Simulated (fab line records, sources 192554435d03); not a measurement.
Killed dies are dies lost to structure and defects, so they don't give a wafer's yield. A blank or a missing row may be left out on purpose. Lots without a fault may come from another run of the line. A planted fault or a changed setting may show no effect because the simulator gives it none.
Chamber matching | flow n5_finfet | N5_FIN_SAQP_ALD_61 on ald_sin-04: 4 sister chambers
The step deposits SiO2, target thk 4 nm, pulse time 1 s, purge time 2 s. 4 wafers are shown with their chamber, then 12 later ones without.

WAFERS WITH THEIR CHAMBER
wafer  | chamber | heater_power_w (W)
L086.2 | 3       | 489
L087.3 | 0       | 437
L087.4 | 2       | 432
L087.6 | 1       | 483

WAFERS WITHOUT THEIR CHAMBER
wafer  | heater_power_w (W)
L088.2 | 488
L088.3 | 499
L088.5 | 431
L090.3 | 419
L090.4 | 488
L090.6 | 478
L092.2 | 425
L092.4 | 487
L092.6 | 479
L095.1 | 492
L095.3 | 428
L095.4 | 425

WHICH CHAMBER EACH WENT THROUGH
wafer  | from the rows above     | in truth
L088.2 | can't be placed: 3 or 1 | 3
L088.3 | can't be placed: 3 or 1 | 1
L088.5 | can't be placed: 2 or 0 | 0
L090.3 | can't be placed: 2 or 0 | 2
L090.4 | can't be placed: 3 or 1 | 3
L090.6 | can't be placed: 1 or 3 | 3
L092.2 | can't be placed: 2 or 0 | 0
L092.4 | can't be placed: 3 or 1 | 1
L092.6 | can't be placed: 1 or 3 | 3
L095.1 | can't be placed: 3 or 1 | 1
L095.3 | can't be placed: 2 or 0 | 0
L095.4 | can't be placed: 2 or 0 | 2
Placed correctly: 0 of 12. Can't be placed from these rows: 12 (the true chamber is among the candidates in 12). Placed wrongly: 0.
How it was worked out, from the rows above alone: a wafer's distance from a chamber is the root of the sum, over the readings, of the square of ((its reading less the chamber's mean) divided by the reading's scatter). The wafer belongs to the nearest chamber; if the next one is less than 2 further off, it can't be placed. A chamber's mean is the mean of its shown wafers. The scatter: with one shown wafer a chamber, the root of the mean of the squares of how far each hidden wafer lies from its nearest shown one.
